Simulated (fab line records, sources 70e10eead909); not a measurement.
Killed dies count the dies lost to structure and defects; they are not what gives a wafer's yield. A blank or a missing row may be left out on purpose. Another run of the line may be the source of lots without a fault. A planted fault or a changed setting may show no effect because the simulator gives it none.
Matching of chambers -- flow nand harc -- NHARC_A_BLC_CMP_25 on cmp-01 has 4 sister chambers
The step polishes, t overpolish 30 s, target thk 150 nm. 20 wafers are shown with their chamber, then 10 later ones without.

WAFERS PAIRED WITH THEIR CHAMBERS
wafer,chamber,motor current A (A),time to endpoint s (s),overpolish run s (s)
L076.3,1,12.4,24,30.009
L076.4,2,12.2,23,29.999
L076.6,2,12.6,27,29.998
L077.4,3,11.7,34,30.006
L077.5,0,11.1,29,30.001
L077.6,1,12.8,24,29.989
L080.3,3,11.7,33,30.003
L080.4,1,12.2,27,29.999
L080.5,2,12.2,26,29.999
L084.1,0,11.0,26,30.016
L084.5,1,12.6,23,30.018
L084.6,2,12.4,25,30.000
L085.3,3,11.5,30,29.986
L085.5,3,11.9,33,29.999
L085.6,2,11.7,23,30.015
L088.1,3,11.5,35,30.009
L088.3,1,12.7,26,29.986
L088.6,3,11.5,34,30.006
L087.1,2,12.1,28,29.995
L087.5,1,11.8,26,29.992

SIGNATURES (averages over the wafers above)
reading,chamber 0,chamber 1,chamber 2,chamber 3,scatter within a chamber
motor current A,11.050,12.417,12.200,11.633,0.284
time to endpoint s,27.50,25.00,25.33,33.17,1.81
overpolish run s,30.00850,29.99883,30.00100,30.00150,0.00964
Rule: for a wafer and a chamber, the distance is found by dividing, reading by reading, the gap between the wafer's reading and the chamber's mean by the reading's scatter, squaring, summing and taking the root. The wafer belongs to the nearest chamber; if the next one is less than 2 further off, it can't be placed. The scatter is the square root of a quotient: the sum, over the shown wafers, of each reading's squared deviation from its chamber's mean, divided by wafers minus chambers.

WAFERS MISSING THEIR CHAMBER
wafer,motor current A (A),time to endpoint s (s),overpolish run s (s)
L087.6,12.4,26,30.010
L090.2,11.4,31,29.992
L090.3,11.2,36,29.997
L090.4,12.7,27,30.009
L093.2,11.6,36,29.996
L093.4,10.8,31,29.989
L093.5,12.0,34,29.987
L096.1,12.0,25,29.989
L096.2,11.0,32,29.999
L096.5,12.7,25,29.993

WHICH CHAMBER EACH WENT THROUGH
wafer,from the rows above,in truth
L087.6,can't be placed: 2 or 1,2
L090.2,can't be placed: 3 or 0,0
L090.3,3,3
L090.4,can't be placed: 1 or 2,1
L093.2,3,3
L093.4,can't be placed: 0 or 3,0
L093.5,3,3
L096.1,can't be placed: 2 or 1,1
L096.2,can't be placed: 3 or 0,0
L096.5,can't be placed: 1 or 2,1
3 of 10 placed correctly. From these rows, 7 cannot be placed; in 7 the true chamber is one of the candidates. Wrongly placed: 0.
